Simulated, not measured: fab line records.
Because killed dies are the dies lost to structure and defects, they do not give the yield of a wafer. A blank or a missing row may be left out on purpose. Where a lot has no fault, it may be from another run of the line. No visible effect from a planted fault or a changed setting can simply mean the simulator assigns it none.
Matching of chambers -- flow nandHarc -- NHARC_P_CONTACT_DESCUM_17 on rieDiel-10 has 4 sister chambers
The step chemistry O2, time 3 s. 22 wafers are shown with their chamber, then 11 later ones without.

## WAFERS PAIRED WITH THEIR CHAMBERS
wafer,chamber,showerheadPlenumPTorr (Torr),drypumpMotorCurrentA (A),oesProductAu (a.u.)
L074.2,2,1.95,5.58,0.991
L074.4,3,2.06,5.83,0.995
L074.6,2,1.95,5.58,0.994
L075.1,0,1.95,5.67,1.017
L075.2,3,2.06,5.86,1.011
L075.6,0,1.95,5.67,1.018
L079.4,3,2.06,5.88,1.014
L079.5,1,1.94,5.43,1.016
L079.6,0,1.95,5.69,1.031
L081.1,1,1.94,5.42,1.004
L081.3,2,1.95,5.58,0.984
L081.6,1,1.94,5.42,0.994
L084.1,1,1.94,5.39,0.989
L084.2,0,1.95,5.69,1.019
L084.3,2,1.94,5.57,0.983
L088.1,3,2.06,5.88,0.993
L088.5,1,1.94,5.39,0.991
L088.6,0,1.95,5.68,0.995
L090.1,0,1.95,5.67,1.003
L090.5,2,1.94,5.58,1.003
L090.6,1,1.94,5.41,0.990
L092.1,2,1.94,5.58,1.003

SIGNATURES (averages over the wafers above)
reading,chamber 0,chamber 1,chamber 2,chamber 3,scatter within a chamber
showerheadPlenumPTorr,1.9500,1.9400,1.9450,2.0600,0.00289
drypumpMotorCurrentA,5.6783,5.4100,5.5783,5.8625,0.0142
oesProductAu,1.01383,0.99733,0.99300,1.00325,0.0109
Rule: a wafer's distance from a chamber is the root of the sum, over the readings, of the square of ((its reading less the chamber's mean) divided by the reading's scatter). If the next closest chamber is less than 2 further off than the closest, the wafer can't be placed; otherwise it belongs to the closest. The scatter: the root of (the sum of the squares of (reading less its chamber's mean) over the shown wafers, divided by (wafers less chambers)).

## WAFERS WITHOUT THEIR CHAMBER
wafer,showerheadPlenumPTorr (Torr),drypumpMotorCurrentA (A),oesProductAu (a.u.)
L092.3,1.94,5.66,1.001
L092.5,1.94,5.55,1.010
L093.2,1.94,5.40,0.991
L093.3,1.94,5.67,0.999
L093.6,1.94,5.64,0.995
L095.1,1.94,5.57,0.999
L095.4,1.94,5.42,0.990
L095.5,1.94,5.66,0.997
L097.1,2.06,5.85,0.991
L097.2,1.94,5.43,0.992
L097.3,1.94,5.57,1.001

## CHAMBER TAKEN BY EACH
wafer,from the rows above,in truth
L092.3,0,0
L092.5,2,2
L093.2,1,1
L093.3,0,0
L093.6,can't be placed: 2 or 0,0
L095.1,2,2
L095.4,1,1
L095.5,0,0
L097.1,3,3
L097.2,1,1
L097.3,2,2
Placed correctly: 10 of 11. Not placeable from these rows: 1 (in 1, the candidates include the true chamber). Placed wrongly: 0.
